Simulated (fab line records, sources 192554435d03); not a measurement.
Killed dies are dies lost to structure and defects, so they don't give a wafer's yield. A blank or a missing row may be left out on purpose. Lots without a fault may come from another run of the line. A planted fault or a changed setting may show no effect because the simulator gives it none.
Which tool did it? | flow n5_finfet | 24 lots, 72 wafers sampled, at 6 steps of a route of 1938

WHAT THE GAUGES READ, wafer by wafer
N5_GATE_CUT_CD_MEAS_13: target cd 20 nm. Usual: cd_nm 20.10 nm, standard deviation 0.25.
lot  | measured     | on        | cd_nm (nm)        | flag
L074 | day 4 11:35  | cd_sem-02 | 20.41 19.87 20.04 |
L075 | day 4 18:11  | cd_sem-03 | 20.30 20.06 20.10 |
L076 | day 5 02:25  | cd_sem-03 | 20.10 20.35 20.21 |
L077 | day 5 06:34  | cd_sem-02 | 20.31 20.16 19.63 |
L078 | day 5 12:30  | cd_sem-02 | 20.25 20.72 19.92 |
L079 | day 5 17:58  | cd_sem-01 | 20.07 20.35 19.72 |
L080 | day 5 23:39  | cd_sem-03 | 20.37 20.55 20.33 |
L081 | day 6 05:56  | cd_sem-01 | 19.95 20.20 20.39 |
L082 | day 6 14:57  | cd_sem-02 | 20.02 19.69 20.32 |
L083 | day 6 16:10  | cd_sem-01 | 19.99 19.94 19.82 |
L084 | day 7 00:34  | cd_sem-01 | 20.11 20.15 20.07 |
L085 | day 7 07:14  | cd_sem-01 | 19.69 20.30 20.04 |
L086 | day 7 12:28  | cd_sem-02 | 20.10 19.75 20.27 |
L087 | day 7 16:58  | cd_sem-03 | 20.10 20.19 20.07 |
L088 | day 7 23:10  | cd_sem-02 | 19.92 20.26 20.07 |
L089 | day 8 08:28  | cd_sem-01 | 20.13 20.55 20.29 |
L090 | day 8 09:11  | cd_sem-01 | 20.27 19.64 19.82 |
L091 | day 8 18:01  | cd_sem-01 | 20.01 19.78 20.01 |
L092 | day 8 23:24  | cd_sem-03 | 20.48 19.47 19.63 |
L093 | day 9 03:10  | cd_sem-03 | 19.77 19.95 19.88 |
L094 | day 9 19:38  | cd_sem-03 | 20.06 20.03 20.41 |
L095 | day 9 21:38  | cd_sem-01 | 19.87 20.21 20.32 |
L096 | day 10 02:26 | cd_sem-01 | 19.57 19.86 19.99 |
L097 | day 10 05:39 | cd_sem-02 | 19.88 20.45 20.37 |

N5_MOL_CONTACT_COAG_CD_MEAS_08: target cd 28 nm. Usual: cd_nm 28.07 nm, standard deviation 0.28.
lot  | measured     | on        | cd_nm (nm)        | flag
L074 | day 4 15:34  | cd_sem-02 | 28.43 28.04 27.84 |
L075 | day 4 22:06  | cd_sem-03 | 28.18 28.11 28.10 |
L076 | day 5 06:31  | cd_sem-03 | 27.79 27.94 27.64 |
L077 | day 5 10:46  | cd_sem-01 | 28.28 28.29 27.88 |
L078 | day 5 16:49  | cd_sem-01 | 28.05 27.94 28.09 |
L079 | day 5 22:28  | cd_sem-01 | 28.29 28.02 28.13 |
L080 | day 6 03:26  | cd_sem-02 | 27.73 27.87 27.90 |
L081 | day 6 09:43  | cd_sem-02 | 28.00 28.19 28.35 |
L082 | day 6 19:08  | cd_sem-03 | 27.82 27.61 27.85 |
L083 | day 6 20:26  | cd_sem-02 | 28.79 27.90 28.47 |
L084 | day 7 04:37  | cd_sem-02 | 27.70 27.89 27.97 |
L085 | day 7 11:08  | cd_sem-03 | 28.17 28.13 28.53 |
L086 | day 7 16:33  | cd_sem-01 | 27.94 27.70 28.13 |
L087 | day 7 20:58  | cd_sem-03 | 28.25 28.37 28.18 |
L088 | day 8 03:04  | cd_sem-01 | 28.09 27.53 27.85 |
L089 | day 8 12:22  | cd_sem-03 | 28.41 27.99 28.08 |
L090 | day 8 14:35  | cd_sem-03 | 28.28 28.42 28.13 |
L091 | day 8 21:58  | cd_sem-02 | 28.09 27.95 28.36 |
L092 | day 9 05:05  | cd_sem-03 | 28.14 28.11 28.41 |
L093 | day 9 08:22  | cd_sem-03 | 28.07 28.48 27.84 |
L094 | day 9 23:48  | cd_sem-01 | 27.65 28.25 28.12 |
L095 | day 10 01:28 | cd_sem-03 | 28.04 27.92 28.17 |
L096 | day 10 06:29 | cd_sem-03 | 28.40 28.58 28.46 |
L097 | day 10 10:49 | cd_sem-02 | 27.96 27.40 27.76 |

WHICH TOOL RAN EACH LOT (tool, then ch and the chambers of the sampled wafers, then the start)
lot  | N5_GATE_CUT_STRIP_59               | N5_GATE_CUT_HM_OPEN_40             | N5_GATE_CUT_VAPOR_ETCH_48         | N5_GATE_CUT_CMP_43
L074 | rie_diel-04 ch 0,1,3, day 4 08:26  | rie_diel-03 ch 1,3, day 4 11:53    | rie_metal-03 ch 1, day 4 12:17    | cmp-03 ch 0,2, day 4 14:38
L075 | rie_diel-04 ch 0,1,3, day 4 14:53  | rie_diel-02 ch 0,1,2, day 4 18:28  | rie_metal-02 ch 0,1, day 4 18:53  | cmp-03 ch 2,3, day 4 21:02
L076 | rie_diel-04 ch 0,1,3, day 4 21:55  | rie_diel-02 ch 0,1, day 5 02:42    | rie_metal-01 ch 1, day 5 03:18    | cmp-04 ch 1,2,3, day 5 05:30
L077 | rie_diel-04 ch 0,2, day 5 03:17    | rie_diel-03 ch 0,2, day 5 07:16    | rie_metal-03 ch 0,1, day 5 07:40  | cmp-03 ch 0,2,3, day 5 09:46
L078 | rie_diel-03 ch 1,3, day 5 09:14    | rie_diel-03 ch 0,3, day 5 12:52    | rie_metal-02 ch 0,1, day 5 13:16  | cmp-03 ch 1,2,3, day 5 15:51
L079 | rie_diel-03 ch 0,1,2, day 5 14:35  | rie_diel-02 ch 0,2,3, day 5 18:27  | rie_metal-03 ch 0,1, day 5 18:52  | cmp-01 ch 1,2,3, day 5 21:25
L080 | rie_diel-03 ch 1,2,3, day 5 20:22  | rie_diel-04 ch 0,1,2, day 5 23:56  | rie_metal-03 ch 0,1, day 6 00:21  | cmp-01 ch 0,2,3, day 6 02:26
L081 | rie_diel-03 ch 1,2,3, day 6 02:47  | rie_diel-02 ch 1,2, day 6 06:13    | rie_metal-02 ch 0,1, day 6 06:38  | cmp-04 ch 0,1,3, day 6 08:56
L082 | rie_diel-03 ch 1,2,3, day 6 11:46  | rie_diel-02 ch 0,3, day 6 15:14    | rie_metal-01 ch 1, day 6 15:50    | cmp-03 ch 1,2,3, day 6 18:09
L083 | rie_diel-02 ch 1,3, day 6 12:53    | rie_diel-03 ch 1,2,3, day 6 16:26  | rie_metal-02 ch 0,1, day 6 16:52  | cmp-03 ch 1,3, day 6 19:25
L084 | rie_diel-04 ch 0,3, day 6 21:17    | rie_diel-04 ch 2,3, day 7 00:51    | rie_metal-01 ch 1, day 7 01:26    | cmp-04 ch 1,2, day 7 03:36
L085 | rie_diel-03 ch 1,3, day 7 04:05    | rie_diel-03 ch 0,3, day 7 07:31    | rie_metal-02 ch 0,1, day 7 07:56  | cmp-01 ch 0,1,2, day 7 10:05
L086 | rie_diel-04 ch 2,3, day 7 09:18    | rie_diel-03 ch 0,2, day 7 12:47    | rie_metal-01 ch 1, day 7 13:22    | cmp-03 ch 2,3, day 7 15:33
L087 | rie_diel-03 ch 0,2,3, day 7 13:35  | rie_diel-02 ch 0,2, day 7 17:28    | rie_metal-03 ch 0,1, day 7 17:52  | cmp-04 ch 0,1, day 7 19:57
L088 | rie_diel-04 ch 0,1,2, day 7 19:53  | rie_diel-03 ch 0,2, day 7 23:34    | rie_metal-01 ch 0,1, day 7 23:58  | cmp-04 ch 0,1,3, day 8 02:08
L089 | rie_diel-04 ch 0,1, day 8 05:18    | rie_diel-03 ch 0,1, day 8 08:44    | rie_metal-03 ch 0,1, day 8 09:10  | cmp-03 ch 0,1, day 8 11:14
L090 | rie_diel-04 ch 0,1, day 8 06:01    | rie_diel-03 ch 0,1,2, day 8 09:41  | rie_metal-01 ch 0,1, day 8 10:05  | cmp-01 ch 2,3, day 8 13:27
L091 | rie_diel-04 ch 0,3, day 8 14:51    | rie_diel-04 ch 1,2, day 8 18:18    | rie_metal-02 ch 0,1, day 8 18:43  | cmp-03 ch 0,1, day 8 20:52
L092 | rie_diel-02 ch 1,2, day 8 20:07    | rie_diel-04 ch 0,3, day 8 23:41    | rie_metal-01 ch 0, day 9 00:06    | cmp-04 ch 1,2,3, day 9 04:07
L093 | rie_diel-02 ch 1,2,3, day 8 23:53  | rie_diel-04 ch 0,2,3, day 9 03:40  | rie_metal-03 ch 0,1, day 9 04:05  | cmp-03 ch 0,1,2, day 9 06:10
L094 | rie_diel-03 ch 0,1, day 9 13:55    | rie_diel-03 ch 0,1, day 9 19:55    | rie_metal-01 ch 0, day 9 20:19    | cmp-04 ch 1,2, day 9 22:40
L095 | rie_diel-04 ch 0,1,2, day 9 18:29  | rie_diel-04 ch 1,2,3, day 9 21:56  | rie_metal-01 ch 0,1, day 9 22:20  | cmp-04 ch 0,1,2, day 10 00:34
L096 | rie_diel-04 ch 2,3, day 9 23:14    | rie_diel-03 ch 0,2,3, day 10 02:47 | rie_metal-03 ch 0,1, day 10 03:11 | cmp-04 ch 0,2,3, day 10 05:31
L097 | rie_diel-02 ch 0,1,3, day 10 02:20 | rie_diel-04 ch 1,2, day 10 05:56   | rie_metal-01 ch 0,1, day 10 06:21 | cmp-01 ch 2,3, day 10 09:40
- N5_GATE_CUT_STRIP_59: strips in N2/H2, time 20 s.
- N5_GATE_CUT_HM_OPEN_40: chemistry C4F6/O2, target SiO2, target depth 139 nm, time 85.1 s.
- N5_GATE_CUT_VAPOR_ETCH_48: etches TiN in BCl3/Cl2.
- N5_GATE_CUT_CMP_43: polishes SiO2.

WHAT THE TOOLS THEMSELVES READ (means of the sampled wafers that have a number; where no wafer has one, the mark that the record gives instead)
N5_GATE_CUT_STRIP_59. Usual: drypump_motor_current_A 5.8 A, standard deviation 0.35; oes_product_au 0.76 a.u., standard deviation 0.083; rf_vpp_V 45.2 V, standard deviation 0.85; showerhead_plenum_p_Torr 3.35 Torr, standard deviation 0.075; throttle_valve_pct 12.29 %, standard deviation 0.25.
lot  | tool        | drypump_motor_current_A (A) | oes_product_au (a.u.) | rf_vpp_V (V) | showerhead_plenum_p_Torr (Torr) | throttle_valve_pct (%) | flag
L074 | rie_diel-04 | 5.7                         | 0.84                  | 44.7         | 3.33                            | 12.18                  |
L075 | rie_diel-04 | 5.7                         | 0.83                  | 45.6         | 3.33                            | 12.18                  |
L076 | rie_diel-04 | 5.7                         | 0.83                  | 46.1         | 3.33                            | 12.19                  |
L077 | rie_diel-04 | 5.8                         | 0.72                  | 44.8         | 3.35                            | 12.24                  |
L078 | rie_diel-03 | 5.4                         | 0.68                  | 45.9         | 3.47                            | 12.51                  |
L079 | rie_diel-03 | 5.5                         | 0.70                  | 44.9         | 3.35                            | 12.54                  |
L080 | rie_diel-03 | 5.6                         | 0.69                  | 45.2         | 3.43                            | 12.57                  |
L081 | rie_diel-03 | 5.6                         | 0.68                  | 44.7         | 3.42                            | 12.56                  |
L082 | rie_diel-03 | 5.5                         | 0.68                  | 45.0         | 3.42                            | 12.56                  |
L083 | rie_diel-02 | 6.1                         | 0.81                  | 45.5         | 3.43                            | 12.02                  |
L084 | rie_diel-04 | 5.9                         | 0.85                  | 45.2         | 3.33                            | 12.12                  |
L085 | rie_diel-03 | 5.4                         | 0.67                  | 45.6         | 3.46                            | 12.55                  |
L086 | rie_diel-04 | 6.1                         | 0.85                  | 45.4         | 3.32                            | 12.03                  |
L087 | rie_diel-03 | 5.6                         | 0.71                  | 44.4         | 3.35                            | 12.57                  |
L088 | rie_diel-04 | 5.7                         | 0.74                  | 45.0         | 3.32                            | 12.30                  |
L089 | rie_diel-04 | 5.5                         | 0.78                  | 45.3         | 3.30                            | 12.33                  |
L090 | rie_diel-04 | 5.5                         | 0.74                  | 44.9         | 3.34                            | 12.40                  |
L091 | rie_diel-04 | 5.9                         | 0.83                  | 45.3         | 3.33                            | 12.17                  |
L092 | rie_diel-02 | 6.4                         | 0.82                  | 45.0         | 3.40                            | 11.94                  |
L093 | rie_diel-02 | 6.1                         | 0.82                  | 44.8         | 3.44                            | 11.96                  |
L094 | rie_diel-03 | 5.3                         | 0.87                  | 45.4         | 3.37                            | 12.16                  |
L095 | rie_diel-04 | 5.7                         | 0.73                  | 44.9         | 3.32                            | 12.34                  |
L096 | rie_diel-04 | 6.1                         | 0.82                  | 44.6         | 3.31                            | 12.07                  |
L097 | rie_diel-02 | 6.1                         | 0.76                  | 45.9         | 3.41                            | 12.12                  |

N5_GATE_CUT_HM_OPEN_40. Usual: C4F6_flow_sccm 10.00 sccm, standard deviation 0.031; drypump_motor_current_A 5.8 A, standard deviation 0.38; etch_rf_on_time_s 94.5 s, standard deviation 2.2; oes_f_703_au 0.77 a.u., standard deviation 0.085; oes_product_au 0.69 a.u., standard deviation 0.082; rf_vpp_V 661 V, standard deviation 10; showerhead_plenum_p_Torr 2.84 Torr, standard deviation 0.069; throttle_valve_pct 20.97 %, standard deviation 0.25.
lot  | tool        | C4F6_flow_sccm (sccm) | drypump_motor_current_A (A) | etch_rf_on_time_s (s) | oes_f_703_au (a.u.) | oes_product_au (a.u.) | rf_vpp_V (V) | showerhead_plenum_p_Torr (Torr) | throttle_valve_pct (%) | flag
L074 | rie_diel-03 | 10.01                 | 5.4                         | 96.3                  | 0.68                | 0.61                  | 655          | 2.92                            | 21.20                  |
L075 | rie_diel-02 | 9.99                  | 6.3                         | 93.1                  | 0.81                | 0.73                  | 666          | 2.85                            | 20.69                  |
L076 | rie_diel-02 | 10.05                 | 6.4                         | 92.5                  | 0.74                | 0.67                  | 668          | 2.83                            | 20.75                  |
L077 | rie_diel-03 | 9.99                  | 5.6                         | 98.0                  | 0.74                | 0.66                  | 663          | 2.77                            | 21.26                  |
L078 | rie_diel-03 | 10.02                 | 5.6                         | 96.2                  | 0.74                | 0.66                  | 658          | 2.80                            | 21.16                  |
L079 | rie_diel-02 | 10.01                 | 6.1                         | 93.5                  | 0.85                | 0.79                  | 664          | 2.90                            | 20.67                  |
L080 | rie_diel-04 | 10.00                 | 5.6                         | 93.6                  | 0.77                | 0.69                  | 660          | 2.81                            | 20.89                  |
L081 | rie_diel-02 | 10.00                 | 6.4                         | 92.9                  | 0.82                | 0.76                  | 666          | 2.87                            | 20.64                  |
L082 | rie_diel-02 | 10.01                 | 6.0                         | 95.0                  | 0.80                | 0.72                  | 665          | 2.88                            | 20.74                  |
L083 | rie_diel-03 | 10.01                 | 5.6                         | 96.7                  | 0.68                | 0.62                  | 663          | 2.89                            | 21.24                  |
L084 | rie_diel-04 | 9.99                  | 6.1                         | 94.5                  | 0.85                | 0.76                  | 661          | 2.80                            | 20.76                  |
L085 | rie_diel-03 | 10.00                 | 5.6                         | 94.1                  | 0.72                | 0.66                  | 658          | 2.80                            | 21.18                  |
L086 | rie_diel-03 | 9.97                  | 5.6                         | 95.1                  | 0.71                | 0.63                  | 670          | 2.80                            | 21.34                  |
L087 | rie_diel-02 | 10.01                 | 6.3                         | 95.0                  | 0.82                | 0.75                  | 665          | 2.86                            | 20.66                  |
L088 | rie_diel-03 | 10.00                 | 5.6                         | 93.0                  | 0.72                | 0.65                  | 662          | 2.76                            | 21.30                  |
L089 | rie_diel-03 | 10.02                 | 5.4                         | 95.5                  | 0.80                | 0.73                  | 655          | 2.79                            | 21.14                  |
L090 | rie_diel-03 | 10.03                 | 5.5                         | 93.3                  | 0.79                | 0.71                  | 662          | 2.82                            | 21.21                  |
L091 | rie_diel-04 | 9.99                  | 5.6                         | 93.8                  | 0.78                | 0.70                  | 655          | 2.78                            | 20.95                  |
L092 | rie_diel-04 | 9.98                  | 5.9                         | 94.2                  | 0.85                | 0.75                  | 654          | 2.79                            | 20.81                  |
L093 | rie_diel-04 | 10.01                 | 5.8                         | 93.6                  | 0.78                | 0.69                  | 663          | 2.80                            | 20.83                  |
L094 | rie_diel-03 | 10.02                 | 5.4                         | 93.2                  | 0.78                | 0.72                  | 655          | 2.79                            | 21.16                  |
L095 | rie_diel-04 | 10.00                 | 5.8                         | 93.4                  | 0.80                | 0.72                  | 657          | 2.78                            | 20.87                  |
L096 | rie_diel-03 | 9.97                  | 5.6                         | 94.5                  | 0.78                | 0.71                  | 664          | 2.82                            | 21.14                  |
L097 | rie_diel-04 | 10.01                 | 5.8                         | 96.3                  | 0.73                | 0.66                  | 666          | 2.80                            | 20.90                  |

N5_GATE_CUT_VAPOR_ETCH_48. Usual: drypump_motor_current_A 5.9 A, standard deviation 0.3; oes_product_au 0.85 a.u., standard deviation 0.064.
lot  | tool         | drypump_motor_current_A (A) | oes_product_au (a.u.) | flag
L074 | rie_metal-03 | 5.9                         | 0.88                  |
L075 | rie_metal-02 | 5.9                         | 0.94                  |
L076 | rie_metal-01 | 6.2                         | 0.83                  |
L077 | rie_metal-03 | 6.0                         | 0.80                  |
L078 | rie_metal-02 | 5.9                         | 0.92                  |
L079 | rie_metal-03 | 6.0                         | 0.80                  |
L080 | rie_metal-03 | 6.0                         | 0.80                  |
L081 | rie_metal-02 | 5.6                         | 0.89                  |
L082 | rie_metal-01 | 6.2                         | 0.81                  |
L083 | rie_metal-02 | 5.9                         | 0.91                  |
L084 | rie_metal-01 | 6.2                         | 0.81                  |
L085 | rie_metal-02 | 5.9                         | 0.90                  |
L086 | rie_metal-01 | 6.2                         | 0.81                  |
L087 | rie_metal-03 | 6.0                         | 0.78                  |
L088 | rie_metal-01 | 6.0                         | 0.86                  |
L089 | rie_metal-03 | 6.0                         | 0.81                  |
L090 | rie_metal-01 | 6.0                         | 0.85                  |
L091 | rie_metal-02 | 5.9                         | 0.88                  |
L092 | rie_metal-01 | 5.6                         | 0.94                  |
L093 | rie_metal-03 | 6.0                         | 0.80                  |
L094 | rie_metal-01 | 5.6                         | 0.93                  |
L095 | rie_metal-01 | 6.0                         | 0.83                  |
L096 | rie_metal-03 | 6.0                         | 0.77                  |
L097 | rie_metal-01 | 6.0                         | 0.83                  |

N5_GATE_CUT_CMP_43. Usual: motor_current_A 12.3 A, standard deviation 1.2.
lot  | tool   | motor_current_A (A) | flag
L074 | cmp-03 | 11.6                |
L075 | cmp-03 | 12.8                |
L076 | cmp-04 | 13.2                |
L077 | cmp-03 | 11.9                |
L078 | cmp-03 | 12.0                |
L079 | cmp-01 | 12.2                |
L080 | cmp-01 | 11.1                |
L081 | cmp-04 | 13.1                |
L082 | cmp-03 | 12.2                |
L083 | cmp-03 | 12.2                |
L084 | cmp-04 | 13.9                |
L085 | cmp-01 | 11.2                |
L086 | cmp-03 | 12.2                |
L087 | cmp-04 | 13.6                |
L088 | cmp-04 | 13.3                |
L089 | cmp-03 | 11.4                |
L090 | cmp-01 | 12.2                |
L091 | cmp-03 | 12.0                |
L092 | cmp-04 | 13.6                |
L093 | cmp-03 | 11.6                |
L094 | cmp-04 | 13.5                |
L095 | cmp-04 | 13.5                |
L096 | cmp-04 | 13.1                |
L097 | cmp-01 | 11.7                |

THE ANSWER, worked out from the rows above alone
Rule: a lot is off if the mean of its wafers that have a number lies more than 3 standard deviations from the usual mean. A lot without any number at a reading at which 4 lots or more have one is off too. The other lots that the step has rows for count as sound. The gauges are gone through in route order, then the tools' own readings, and for those a lot's mean is taken as printed above. The first step at which some lot is off is used, and at that step the reading that is off furthest; a lot without a number counts as furthest.
No lot is off at any reading shown: from this, nothing can be told.

WHAT THE SIMULATOR HAD PUT IN
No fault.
